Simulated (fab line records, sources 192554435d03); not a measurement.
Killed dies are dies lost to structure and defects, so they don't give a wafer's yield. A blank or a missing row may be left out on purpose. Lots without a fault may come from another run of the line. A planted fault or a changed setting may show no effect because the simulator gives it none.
Problem report in the 8D (eight disciplines) form, filled by code | flow n5_finfet | the parts of the form that need people (team, actions taken, sign-off) are left out

1. THE PROBLEM
trench_depth_nm at N5_BEOL_M13_OCD_MEAS_35 reads a mean of 577 nm on 3 wafers of 2 lots; wafers without a fault read 412 nm with a standard deviation of 4.6. That is +36 standard deviations from the usual mean.
First seen on wafer L218.2, day 16 17:46, on ocd-02. The record holds 19 wafers of 7 lots with a number at this step. Rule for "out", or "out of limits": more than 4 standard deviations from the usual mean. The other wafers with a number count as sound.

2. WHAT IT IS AND WHAT IT IS NOT
question                    | is                     | is not
which readings at this step | trench_depth_nm        | -
which lots                  | L218, L220             | L204, L212, L225, L226, L227
which wafers of those lots  | L218.2, L220.1, L220.2 | L218.4
read on which gauges        | ocd-01, ocd-02         | -
when                        | from day 16 17:46      | up to then (7 sound wafers); but 9 sound wafers of L225, L226, L227 came after

3. SUSPECTS, AND WHAT RULES EACH OUT
Counting: a tool at a process step up to the reading stays a suspect if it ran every lot that is out. Sound lots after the first of them don't rule it out here, since some wafers of a struck lot are sound.
- the gauge at N5_BEOL_M13_OCD_MEAS_35: ruled out. The wafers that are out were read on 2 gauges (ocd-01, ocd-02).
- rie_diel-06 at N5_BEOL_M13_DESCUM_15 (chemistry O2, time 7.9 s): kept. It ran every lot that is out, first L218 (day 16 16:07); its last sound lot up to then is L204 (day 11 22:49).
- rie_diel-02 at N5_BEOL_M13_DESCUM_33 (chemistry O2, time 7.9 s): kept. It ran every lot that is out, first L218 (day 16 17:11); its last sound lot up to then is L212 (day 14 11:21).
- rie_diel-02 at N5_BEOL_M13_TRENCH_ETCH_34 (etches SiOC in C4F8/O2/Ar, target depth 413.47 nm, time 162.6 s): kept. It ran every lot that is out, first L218 (day 16 17:35); its last sound lot up to then is L212 (day 14 11:45).
- Within rie_diel-06 at N5_BEOL_M13_DESCUM_15: the wafers that are out ran in chambers 2, 3; their sound lot-mates ran in chamber 0.
- Within rie_diel-02 at N5_BEOL_M13_DESCUM_33: the wafers that are out ran in chambers 1, 2, 3; their sound lot-mates ran in chamber 0.
- Within rie_diel-02 at N5_BEOL_M13_TRENCH_ETCH_34: the wafers that are out ran in chambers 1, 2, 3; their sound lot-mates ran in chamber 0.
Left after counting: rie_diel-06 at N5_BEOL_M13_DESCUM_15, rie_diel-02 at N5_BEOL_M13_DESCUM_33, rie_diel-02 at N5_BEOL_M13_TRENCH_ETCH_34.

4. THE CAUSE (what the simulator had put in)
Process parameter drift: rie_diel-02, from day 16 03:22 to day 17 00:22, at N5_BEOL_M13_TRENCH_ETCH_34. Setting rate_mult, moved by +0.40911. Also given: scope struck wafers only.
Counting left 3 suspects, and this tool is among them.

5. THE CHAIN OF EFFECTS, in route order
Each row: a reading whose mean over the struck wafers that have a number lies more than 3 standard deviations from the usual. Only readings for which the record gives a usual standard deviation are gone through. hours: the time from each lot's start at the first step in this table that gives one to its start at this step, as a median over the lots. sigmas: the change in usual standard deviations.
hours | step                    | reading           | usual         | on struck wafers | change  | sigmas
0     | N5_BEOL_M13_OCD_MEAS_35 | trench_depth_nm   | 412 nm        | 577              | +165    | +36
4     | N5_BEOL_M13_THK_MEAS_50 | M13_THK           | 413 nm        | 575              | +162    | +28
4     | N5_BEOL_M13_RS_MEAS_54  | M13_RS            | 0.0450 ohm/sq | 0.0319           | -0.0131 | -24
18    | N5_BEOL_M15_RC_MEAS_101 | SERP_M13          | 0.309 ohm/um  | 0.218            | -0.091  | -17
18    | N5_BEOL_M15_RC_MEAS_101 | SERP_M13_max_site | 0.312 ohm/um  | 0.221            | -0.091  | -17

6. WHAT WOULD HAVE CAUGHT IT SOONER
In this record the first reading out of limits at a measuring or inspecting step was taken at day 16 17:46, 14 hours after the fault began at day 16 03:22.
Of the tool readings at N5_BEOL_M13_TRENCH_ETCH_34 for which the record gives a usual standard deviation, none was out on any struck wafer, so an alarm limit of 4 standard deviations on them would not have fired.
Of the lots that are out (2), L220 began N5_BEOL_M13_TRENCH_ETCH_34 on rie_diel-02 after day 16 17:46. A hold on the tool at that time would have spared it.
